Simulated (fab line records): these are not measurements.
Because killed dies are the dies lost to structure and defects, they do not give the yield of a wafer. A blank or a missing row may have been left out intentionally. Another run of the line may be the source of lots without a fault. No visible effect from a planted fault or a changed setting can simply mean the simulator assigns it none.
fab line records	flow nandHarc
record lots=6	wafers=18	lastDay=24
route steps=1159 shown A_M0@1014 A_M1@1026 END@1159
lots that met no fault: from a run of the same line without faults
startH: start of the lot's first displayed wafer, in hours after the record's first day	waitH: hours elapsed since this lot's preceding step	" as in the row above	L1.1+2: several wafers, shown together as one row	- no value, or no start was given	* or withheld: withheld	< > ~ a bound
route shown NAME@n: NAME is a module with steps in the file, n the number in the route of the first one	usual: mean/standard deviation of fault-free wafers	same: alike in all rows	chamber/n: place in a boat	sites: each site's reading	_std_site: the standard deviation of these	_edge_site: the outer-site mean with the inner-site mean subtracted	radiusMm: how far each site lies from the wafer's centre	mask NAME#n: copy n	behind: the most recent tool/chamber to have shaped the wafer	hold: why the lot was held/for how many hours/how that ended	device: the n, p or np transistor that did not switch	end of line: the same wafers' tests at the end of the route	where a step has no rows: the recipe by itself	killed: dies lost to structure and defects at the first sort, not the wafer's yield	map: dies across one wafer; x = killed, . = not, _ = none there
set.NAME: the setting that was run; set.NAME@STEP: the one run at that earlier step	model.NAME: the simulator's own value behind a step, which no gauge read
lots at selected steps of the route; one table per step, one row per wafer
services: when a tool's chamber went out of use (startH, in hours from the record's first day, below 0 if earlier), for how many hours, and the reason
## steps
# step NHARC_A_M0_PRE_CLEAN_29
# recipe timeS=30	tempC=280	gas=H2/He
# step NHARC_A_M0_PVD_20
# recipe targetThkA=50	biasV=168.6	powerW=15000	chamberPressurePa=0.12	timeS=8.06	substrateTempC=50	material=TaN
# step NHARC_A_M0_PVD_21
# recipe targetThkA=300	chamberPressurePa=5	powerW=5000	substrateTempC=30	timeS=20.49	material=Cu
# step NHARC_A_M0_ECD_22
# recipe targetThkA=4000	bathTempC=25	material=Cu
# step NHARC_A_M0_ANNEAL_30
# recipe tempC=225	timeS=90
# step NHARC_A_M0_CMP_23
# recipe tOverpolishS=20	targetThkNm=113.75
# step NHARC_A_M0_THK_MEAS_24
# recipe thkMeasGauge=xrf
# usual thkNm=113.6/1.4
lot.wafer	tool	chamber	startH	waitH	thkNm
L251.2	filmMetro-02	-	414.08	-	112.7
L251.3	"	-	"	"	113.8
L251.5	"	-	"	"	114.4
L252.2	filmMetro-01	-	430.57	-	118.6
L252.4	"	-	"	"	114.6
L252.6	"	-	"	"	115.2
L262.1	filmMetro-01	-	502.12	-	112.7
L262.2	"	-	"	"	114.2
L262.3	"	-	"	"	111.6
L265.1	filmMetro-02	-	507.73	-	114.5
L265.3	"	-	"	"	113.1
L265.6	"	-	"	"	115.8
L266.1	filmMetro-02	-	515.11	-	111.0
L266.3	"	-	"	"	112.3
L266.5	"	-	"	"	114.1
L267.1	filmMetro-02	-	527.17	-	112.2
L267.4	"	-	"	"	115.1
L267.5	"	-	"	"	114.6
# step NHARC_A_M0_SRD_25
# step NHARC_A_M0_INSPECT_27
# usual rawDefectCount=433/110
lot.wafer	tool	chamber	startH	waitH	rawDefectCount
L251.2	defectInspect-02	-	414.24	0.0	402
L251.3	"	-	"	"	394
L251.5	"	-	"	"	315
L252.2	defectInspect-02	-	430.74	0.1	479
L252.4	"	-	"	"	440
L252.6	"	-	"	"	425
L262.1	defectInspect-01	-	502.28	0.0	462
L262.2	"	-	"	"	285
L262.3	"	-	"	"	403
L265.1	defectInspect-01	-	507.89	0.0	389
L265.3	"	-	"	"	377
L265.6	"	-	"	"	594
L266.1	defectInspect-02	-	515.27	0.0	328
L266.3	"	-	"	"	430
L266.5	"	-	"	"	708
L267.1	defectInspect-02	-	527.33	0.0	490
L267.4	"	-	"	"	441
L267.5	"	-	"	"	438
# step NHARC_A_M0_PRE_CLEAN_31
# recipe timeS=12	tempC=370	rfPowerW=300	gas=NH3
# step NHARC_A_M0_DEP_32
# recipe targetThkA=300	tempC=370	targetThkNm=30	pressureTorr=3	flowSccm=200	rfW=450	material=SiCN
# step NHARC_A_M1_DEP_00
# recipe targetThkA=1825	targetThkNm=182.5	tempC=withheld	pressureTorr=5	flowSccm=200	rfW=600	material=SiOC
lot.wafer	tool	chamber	startH	waitH
L251.3+2+5	pecvd-01	1,2,0	415.03	-
L252.2+6+4	pecvd-01	2,2,0	431.30	-
L262.1+3+2	pecvd-01	0,1,2	502.84	-
L265.3+1+6	pecvd-04	2,0,1	508.49	-
L266.3+1+5	pecvd-04	1,2,1	516.03	0.3
L267.1+5+4	pecvd-01	0,2,0	528.24	-
# step NHARC_A_M1_DEHYDRATE_01
# recipe tempC=150	timeS=120
# step NHARC_A_M1_HMDS_02
# recipe timeS=30
# step NHARC_A_M1_COAT_34
# recipe tempC=200	timeS=65
# step NHARC_A_M1_COAT_03
# recipe spinRpm=1500	resistThkNm=90
# step NHARC_A_M1_SOFTBAKE_04
# recipe tempC=105	timeS=55
# step NHARC_A_M1_EBR_05
# step NHARC_A_M1_EXPOSE_06
# recipe na=1.35	targetCdNm=120	doseMj=75.13	maskId=A_M1
# step NHARC_A_M1_PEB_07
# recipe pebTempC=100	pebTimeS=65
# step NHARC_A_M1_DEVELOP_08
# recipe developTimeS=35	devTempC=23
# step NHARC_A_M1_CD_MEAS_09
# recipe targetCdNm=120	landingEnergyEv=500
# usual cdNm=119.7/0.46
# same landingEnergyEv=500
lot.wafer	tool	chamber	startH	waitH	cdNm
L251.2	cdSem-03	0	415.83	-	119.3
L251.3	"	0	"	"	119.9
L251.5	"	0	"	"	120.1
L252.2	cdSem-01	0	432.14	-	119.2
L252.4	"	0	"	"	119.7
L252.6	"	0	"	"	119.5
L262.1	cdSem-03	0	503.55	-	120.4
L262.2	"	0	"	"	120.3
L262.3	"	0	"	"	120.1
L265.1	cdSem-03	0	509.31	-	119.8
L265.3	"	0	"	"	119.6
L265.6	"	0	"	"	120.1
L266.1	cdSem-01	0	516.87	-	119.7
L266.3	"	0	"	"	120.3
L266.5	"	0	"	"	119.8
L267.1	cdSem-02	0	528.98	-	119.3
L267.4	"	0	"	"	119.7
L267.5	"	0	"	"	120.1
# step NHARC_A_M1_OVL_MEAS_10
# recipe pitchNm=240
# usual overlayXNm=-0.1/0.8	overlayYNm=-0.1/0.66
lot.wafer	tool	chamber	startH	waitH	overlayXNm	overlayYNm
L251.2	overlay-01	-	415.91	-	0.3	0.1
L251.3	"	-	"	"	0.8	-0.1
L251.5	"	-	"	"	0.4	-0.3
L252.2	overlay-02	-	432.23	-	1.0	-0.2
L252.4	"	-	"	"	0.7	-0.1
L252.6	"	-	"	"	1.3	0.2
L262.1	overlay-01	-	503.64	-	0.3	-0.1
L262.2	"	-	"	"	0.3	0.0
L262.3	"	-	"	"	-0.1	0.1
L265.1	overlay-02	-	509.39	-	0.8	1.8
L265.3	"	-	"	"	1.0	1.3
L265.6	"	-	"	"	1.0	1.0
L266.1	overlay-02	-	516.95	-	-1.3	-0.3
L266.3	"	-	"	"	-0.2	0.0
L266.5	"	-	"	"	-0.1	0.2
L267.1	overlay-01	-	529.07	-	0.8	0.8
L267.4	"	-	"	"	0.4	0.6
L267.5	"	-	"	"	0.0	0.7
# step NHARC_A_M1_INSPECT_11
# usual rawDefectCount=30/15
lot.wafer	tool	chamber	startH	waitH	rawDefectCount
L251.2	defectInspect-01	-	415.95	0.0	34
L251.3	"	-	"	"	17
L251.5	"	-	"	"	18
L252.2	defectInspect-02	-	432.26	0.0	6
L252.4	"	-	"	"	14
L252.6	"	-	"	"	14
L262.1	defectInspect-01	-	503.68	0.0	42
L262.2	"	-	"	"	34
L262.3	"	-	"	"	55
L265.1	defectInspect-02	-	509.43	0.0	48
L265.3	"	-	"	"	45
L265.6	"	-	"	"	53
L266.1	defectInspect-02	-	516.99	0.0	17
L266.3	"	-	"	"	23
L266.5	"	-	"	"	20
L267.1	defectInspect-01	-	529.11	0.0	52
L267.4	"	-	"	"	63
L267.5	"	-	"	"	57
# step NHARC_A_M1_DESCUM_14
# recipe timeS=3	o2FlowSccm=200	arFlowSccm=0	biasPowerW=0	chemistry=O2
# step NHARC_A_M1_ETCH_35
# recipe targetDepthA=400	overetchA=120	timeS=43.94	ionEnergyEv=200	n2FlowSccm=150	h2FlowSccm=150	arFlowSccm=0	rfW=400	biasW=150	chemistry=N2/H2
# step NHARC_A_M1_ETCH_15
# recipe targetDepthA=1825	timeS=91.2	c4f8FlowSccm=withheld	arFlowSccm=400	rfW=600	biasW=300	chemistry=C4F8/Ar
# step NHARC_A_M1_CD_MEAS_16
# usual cdNm=119.8/0.6
lot.wafer	tool	chamber	startH	waitH	cdNm
L251.2	cdSem-01	-	416.32	-	120.1
L251.3	"	-	"	"	121.2
L251.5	"	-	"	"	120.6
L252.2	cdSem-01	-	432.63	-	119.4
L252.4	"	-	"	"	119.2
L252.6	"	-	"	"	118.6
L262.1	cdSem-02	-	504.05	-	120.9
L262.2	"	-	"	"	120.8
L262.3	"	-	"	"	120.0
L265.1	cdSem-03	-	509.84	-	120.2
L265.3	"	-	"	"	120.7
L265.6	"	-	"	"	120.9
L266.1	cdSem-03	-	517.40	-	119.6
L266.3	"	-	"	"	121.0
L266.5	"	-	"	"	119.9
L267.1	cdSem-02	-	529.47	-	119.4
L267.4	"	-	"	"	120.1
L267.5	"	-	"	"	119.9
# step NHARC_A_M1_STRIP_18
# recipe powerW=1000	n2FlowSccm=150	h2FlowSccm=150	arFlowSccm=0	biasW=0	chemistry=N2/H2
# usual chamberPressureMTorr=29.996/0.027	drypumpMotorCurrentA=5.8/0.44	oesProductAu=1.000/0.0072	rfVppV=90.8/0.98	showerheadPlenumPTorr=2.04/0.084	throttleValvePct=14.172/0.0094
# same biasW=0
lot.wafer	tool	chamber	startH	waitH	chamberPressureMTorr	drypumpMotorCurrentA	oesProductAu	rfHoursCounterH	rfVppV	showerheadPlenumPTorr	throttleValvePct
L251.2	rieDiel-07	1	416.39	0.1	30.036	6.3	1.006	0	90.9	1.98	14.165
L251.3	"	0	"	"	30.013	6.2	1.000	0	91.9	2.06	14.167
L251.5	"	2	"	"	29.976	5.1	0.995	-	90.7	2.13	14.170
L252.4	rieDiel-07	0	432.70	0.1	30.032	6.3	1.002	1	91.1	2.06	14.176
L252.2	"	1	"	"	29.990	6.3	0.996	1	89.9	1.98	14.177
L252.6	"	1	"	"	30.015	6.3	0.994	-	90.7	1.98	14.175
L262.1	rieDiel-01	0	504.12	0.1	30.013	5.6	0.992	0	92.5	2.18	14.174
L262.3	"	2	"	"	30.002	5.3	0.994	0	91.5	2.20	14.185
L262.2	"	3	"	"	30.007	5.4	0.985	0	89.3	2.06	14.167
L265.1	rieDiel-01	1	509.94	0.1	30.002	5.4	0.994	0	91.4	2.05	14.168
L265.3	"	2	"	"	30.037	5.3	0.997	0	92.8	2.20	14.173
L265.6	"	1	"	"	30.052	5.4	1.011	-	90.7	2.05	14.167
L266.3	rieDiel-12	2	517.51	0.1	30.045	6.5	1.006	10	91.2	2.04	14.154
L266.1	"	0	"	"	30.015	6.1	0.994	10	91.1	2.01	14.186
L266.5	"	2	"	"	30.006	6.5	0.997	-	90.3	2.04	14.181
L267.1	rieDiel-07	2	529.57	0.1	29.996	5.1	0.997	2	92.2	2.13	14.184
L267.4	"	3	"	"	30.045	5.8	1.001	3	91.0	2.05	14.174
L267.5	"	2	"	"	29.998	5.1	0.992	-	90.3	2.13	14.180
# step NHARC_A_M1_ETCH_28
# recipe targetDepthA=300	overEtchFrac=0.3	timeS=72.99	ionEnergyEv=150	cf4FlowSccm=50	n2FlowSccm=100	arFlowSccm=150	rfW=300	biasW=100	chemistry=CF4/N2
# step NHARC_A_M1_STRIP_19
# recipe timeS=600	tempC=30	chemistry=postEtchResidueRemover
# step NHARC_A_M1_DEGAS_29
# recipe tempC=250	timeS=60
# usual heaterPowerW=338/49
lot.wafer	tool	chamber	startH	waitH	heaterPowerW
L251.2	pvdSputter-02	-	417.08	-	309
L251.3	"	-	"	"	355
L251.5	"	-	"	"	316
L252.4	pvdSputter-03	-	433.37	-	401
L252.2	"	-	"	"	291
L252.6	"	-	"	"	410
L262.1	pvdSputter-01	-	504.76	-	266
L262.3	"	-	"	"	344
L262.2	"	-	"	"	300
L265.3	pvdSputter-01	-	510.58	-	342
L265.1	"	-	"	"	304
L265.6	"	-	"	"	266
L266.1	pvdSputter-03	-	518.18	-	304
L266.3	"	-	"	"	406
L266.5	"	-	"	"	382
L267.1	pvdSputter-01	-	530.20	-	379
L267.4	"	-	"	"	349
L267.5	"	-	"	"	388
# step NHARC_A_M1_PRE_CLEAN_30
# recipe timeS=30	tempC=280	gas=H2/He
# step NHARC_A_M1_PVD_20
# recipe targetThkA=50	biasV=168.6	powerW=15000	chamberPressurePa=0.12	timeS=8.06	substrateTempC=50	material=TaN
# usual throttleValvePct=29.6/0.92
lot.wafer	tool	chamber	startH	waitH	throttleValvePct
L251.3	pvdSputter-02	-	-	-	29.5
L251.2	"	-	"	"	29.7
L251.5	"	-	"	"	29.0
L252.2	pvdSputter-03	-	-	-	29.7
L252.4	"	-	"	"	31.7
L252.6	"	-	"	"	31.3
L262.1	pvdSputter-01	-	-	-	29.9
L262.3	"	-	"	"	30.0
L262.2	"	-	"	"	28.7
L265.1	pvdSputter-01	-	-	-	30.1
L265.3	"	-	"	"	30.1
L265.6	"	-	"	"	28.7
L266.1	pvdSputter-03	-	-	-	28.8
L266.3	"	-	"	"	29.2
L266.5	"	-	"	"	28.0
L267.1	pvdSputter-01	-	-	-	30.0
L267.4	"	-	"	"	30.1
L267.5	"	-	"	"	30.6
# step NHARC_A_M1_PVD_21
# recipe targetThkA=300	chamberPressurePa=5	powerW=5000	substrateTempC=30	timeS=20.49	material=Cu
# step NHARC_A_M1_ECD_22
# recipe targetThkA=4000	bathTempC=25	material=Cu
# step NHARC_A_M1_ANNEAL_31
# recipe tempC=225	timeS=90
# usual wafer_temp_C_max=226.5/0.47
lot.wafer	tool	chamber	startH	waitH	wafer_temp_C_max
L251.2	rtpAnneal-01	0	418.14	-	226.6
L251.3	"	0	"	"	225.8
L251.5	"	0	"	"	226.0
L252.2	rtpAnneal-01	0	434.15	0.3	225.6
L252.4	"	0	"	"	226.3
L252.6	"	0	"	"	226.4
L262.1	rtpAnneal-02	0	505.51	0.3	227.3
L262.2	"	0	"	"	226.5
L262.3	"	0	"	"	226.5
L265.1	rtpAnneal-02	0	511.35	-	226.4
L265.3	"	0	"	"	226.5
L265.6	"	0	"	"	226.8
L266.1	rtpAnneal-02	0	518.93	0.3	227.2
L266.3	"	0	"	"	226.8
L266.5	"	0	"	"	226.5
L267.1	rtpAnneal-01	0	530.96	0.3	225.9
L267.4	"	0	"	"	226.4
L267.5	"	0	"	"	226.4
# step NHARC_A_M1_CMP_23
# recipe tOverpolishS=20	targetThkNm=154.34
# usual motorCurrentA=12.6/1.2	timeToEndpointS=29.0/1.8
lot.wafer	tool	chamber	startH	waitH	motorCurrentA	timeToEndpointS
L251.3	cmp-04	0	418.48	-	11.7	27.7
L251.2	"	1	"	"	10.4	27.6
L251.5	"	2	"	"	11.2	29.4
L252.4	cmp-02	3	434.48	-	12.1	32.4
L252.2	"	0	"	"	13.5	28.8
L252.6	"	3	"	"	11.2	29.1
L262.1	cmp-02	2	505.85	-	13.3	31.1
L262.2	"	3	"	"	12.3	31.6
L262.3	"	0	"	"	13.4	26.8
L265.1	cmp-04	1	511.71	-	11.2	28.3
L265.3	"	0	"	"	11.4	27.9
L265.6	"	2	"	"	10.6	29.1
L266.1	cmp-03	3	519.31	-	14.2	28.3
L266.3	"	0	"	"	12.7	28.7
L266.5	"	3	"	"	14.2	28.1
L267.1	cmp-02	1	531.34	-	14.1	29.8
L267.4	"	3	"	"	12.3	32.2
L267.5	"	0	"	"	12.8	31.3
# step NHARC_A_M1_SRD_25
# step NHARC_END_SORT_01
# recipe tempC=25
# usual defectLimitedYield=95.7/1.5	killedAtArray=25/9.8	killedAtOther=0.8/1.1	killedAtPeriphery=3.3/2.1	killedDies=29/10	killedOpen=3.3/1.8	killedShort=1.9/1.4	sort_bin_2_pct=1.3/0.6	sort_bin_3_pct=0.25/0.23	sort_bin_4_pct=2.8/0.97	sortNPass=648/10	sortRimYieldPct=95/3.2	sortYieldPct=95.7/1.5
# same grossDies=677	sort_bin_5_pct[%]=0	sort_bin_6_pct[%]=0	sort_bin_7_pct[%]=0	sort_bin_8_pct[%]=0	sortRimNGross=106.00
lot.wafer	tool	chamber	startH	waitH	defectLimitedYield[%]	killedAtArray	killedAtOther	killedAtPeriphery	killedDies	killedOpen	killedShort	sort_bin_2_pct[%]	sort_bin_3_pct[%]	sort_bin_4_pct[%]	sortNPass	sortRimYieldPct[%]	sortYieldPct[%]
L251.3	prober-02	0	474.11	3.1	0	667	2	8	677	4	2	97.0	0	3.0	0	0	0
L252.4	prober-02	0	482.72	3.4	0	672	0	5	677	2	2	98.5	0.15	1.3	0	0	0
L252.6	prober-02	0	484.35	4.1	0	676	1	0	677	2	1	98.4	0.30	1.3	0	0	0
# killed by level:class
L251.3 A_M1:areaDep=649 A_SLIT:chamberFilmFlake=7 P_M0:chamberFilmFlake=4 A_M1:chamberFilmFlake=4 A_CHANNEL_HOLE_D1:chamberFilmFlake=2 A_WL_FILL:chamberFilmFlake=2 P_ZERO_WELL:geometricParticle:open=1 P_CONTACT:geometricParticle:short=1
L252.4 A_M1:areaDep=663 A_STAIRCASE:chamberFilmFlake=3 A_CONTACT:chamberFilmFlake=3 P_M0:geometricParticle:open=2 P_ZERO_WELL:chamberFilmFlake=2 A_CHANNEL_HOLE_D1:chamberFilmFlake=2 P_M1:geometricParticle:short=1 A_SGD_CUT:geometricParticle:short=1
L252.6 A_M1:areaDep=661 A_SLIT:chamberFilmFlake=4 A_CONTACT:chamberFilmFlake=3 A_BONDPAD:chamberFilmFlake=3 A_SOURCE_PLATE:geometricParticle:short=1 A_CONTACT:geometricParticle:open=1 A_BLC:geometricParticle:open=1 A_CHANNEL_HOLE_D1:chamberFilmFlake=1
# map L251.3 (x killed, . not)
____________x____________
_________xxxxxxx_________
_______xxxxxxxxxxx_______
______xxxxxxxxxxxxx______
_____xxxxxxxxxxxxxxx_____
____xxxxxxxxxxxxxxxxx____
____xxxxxxxxxxxxxxxxx____
___xxxxxxxxxxxxxxxxxxx___
___xxxxxxxxxxxxxxxxxxx___
__xxxxxxxxxxxxxxxxxxxxx__
__xxxxxxxxxxxxxxxxxxxxx__
_xxxxxxxxxxxxxxxxxxxxxxx_
_xxxxxxxxxxxxxxxxxxxxxxx_
_xxxxxxxxxxxxxxxxxxxxxxx_
_xxxxxxxxxxxxxxxxxxxxxxx_
_xxxxxxxxxxxxxxxxxxxxxxx_
xxxxxxxxxxxxxxxxxxxxxxxxx
xxxxxxxxxxxxxxxxxxxxxxxxx
xxxxxxxxxxxxxxxxxxxxxxxxx
xxxxxxxxxxxxxxxxxxxxxxxxx
xxxxxxxxxxxxxxxxxxxxxxxxx
_xxxxxxxxxxxxxxxxxxxxxxx_
_xxxxxxxxxxxxxxxxxxxxxxx_
_xxxxxxxxxxxxxxxxxxxxxxx_
_xxxxxxxxxxxxxxxxxxxxxxx_
_xxxxxxxxxxxxxxxxxxxxxxx_
__xxxxxxxxxxxxxxxxxxxxx__
__xxxxxxxxxxxxxxxxxxxxx__
___xxxxxxxxxxxxxxxxxxx___
___xxxxxxxxxxxxxxxxxxx___
____xxxxxxxxxxxxxxxxx____
____xxxxxxxxxxxxxxxxx____
_____xxxxxxxxxxxxxxx_____
______xxxxxxxxxxxxx______
_______xxxxxxxxxxx_______
_________xxxxxxx_________
____________x____________
# map L252.4 (x killed, . not)
____________x____________
_________xxxxxxx_________
_______xxxxxxxxxxx_______
______xxxxxxxxxxxxx______
_____xxxxxxxxxxxxxxx_____
____xxxxxxxxxxxxxxxxx____
____xxxxxxxxxxxxxxxxx____
___xxxxxxxxxxxxxxxxxxx___
___xxxxxxxxxxxxxxxxxxx___
__xxxxxxxxxxxxxxxxxxxxx__
__xxxxxxxxxxxxxxxxxxxxx__
_xxxxxxxxxxxxxxxxxxxxxxx_
_xxxxxxxxxxxxxxxxxxxxxxx_
_xxxxxxxxxxxxxxxxxxxxxxx_
_xxxxxxxxxxxxxxxxxxxxxxx_
_xxxxxxxxxxxxxxxxxxxxxxx_
xxxxxxxxxxxxxxxxxxxxxxxxx
xxxxxxxxxxxxxxxxxxxxxxxxx
xxxxxxxxxxxxxxxxxxxxxxxxx
xxxxxxxxxxxxxxxxxxxxxxxxx
xxxxxxxxxxxxxxxxxxxxxxxxx
_xxxxxxxxxxxxxxxxxxxxxxx_
_xxxxxxxxxxxxxxxxxxxxxxx_
_xxxxxxxxxxxxxxxxxxxxxxx_
_xxxxxxxxxxxxxxxxxxxxxxx_
_xxxxxxxxxxxxxxxxxxxxxxx_
__xxxxxxxxxxxxxxxxxxxxx__
__xxxxxxxxxxxxxxxxxxxxx__
___xxxxxxxxxxxxxxxxxxx___
___xxxxxxxxxxxxxxxxxxx___
____xxxxxxxxxxxxxxxxx____
____xxxxxxxxxxxxxxxxx____
_____xxxxxxxxxxxxxxx_____
______xxxxxxxxxxxxx______
_______xxxxxxxxxxx_______
_________xxxxxxx_________
____________x____________
## services
tool	chamber	startH	hours	kind
pvdSputter-02	-	392.06	10.0	pm
cmp-04	-	400.04	4.0	pm
rieDiel-07	2	402.42	5.2	repair
rieDiel-07	-	405.20	9.0	pm
pecvd-01	-	418.14	13.0	pm
pvdSputter-01	-	423.68	14.6	repair
cmp-02	-	440.17	4.0	pm
pecvd-01	1	440.65	8.3	repair
cmp-03	-	445.12	1.9	repair
cmp-03	-	450.18	4.0	pm
pvdSputter-01	-	452.56	1.1	repair
pvdSputter-03	-	456.19	2.4	repair
cmp-03	-	465.34	1.6	repair
rieDiel-07	0	466.83	1.4	repair
rieDiel-01	1	484.35	9.2	repair
pvdSputter-03	-	487.68	5.5	repair
rieDiel-01	-	491.80	9.0	pm
cmp-03	-	494.38	5.8	repair
rieDiel-07	1	494.79	8.2	repair
cmp-04	-	498.04	4.0	pm
rieDiel-12	3	505.16	14.6	repair
rieDiel-07	2	506.04	7.9	repair
pecvd-01	0	508.29	8.7	repair
pvdSputter-01	-	518.03	10.0	pm
## key
firstSign step=NHARC_END_SORT_01	reading=sort_bin_2_pct	direction=up	sigmas=99+	usual=1.3	struck=98.0
effect step=NHARC_END_SORT_01	reading=killedAtArray	direction=up	sigmas=66	usual=25	struck=672
moreKillsBornAt NHARC_A_M1_DEP_00@pecvd-01=1973
metAt NHARC_A_M1_DEP_00
struckWafers L251.3,L252.4,L252.6
laterRowsLeftOut L251.3,L252.4,L252.6
fault kind=processParameterDrift	tool=pecvd-01	chamber=-	onsetH=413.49	steps=NHARC_A_M1_DEP_00	channel=targetThkNm	offset=62.706	shape=step	endH=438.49	scope=struckWafersOnly	actsIn=theseRecipesOnly	stated=182.5
# laterRowsLeftOut: the simulator's readings of these wafers behind a module that went badly wrong aren't trusted and aren't shown, but for the sort
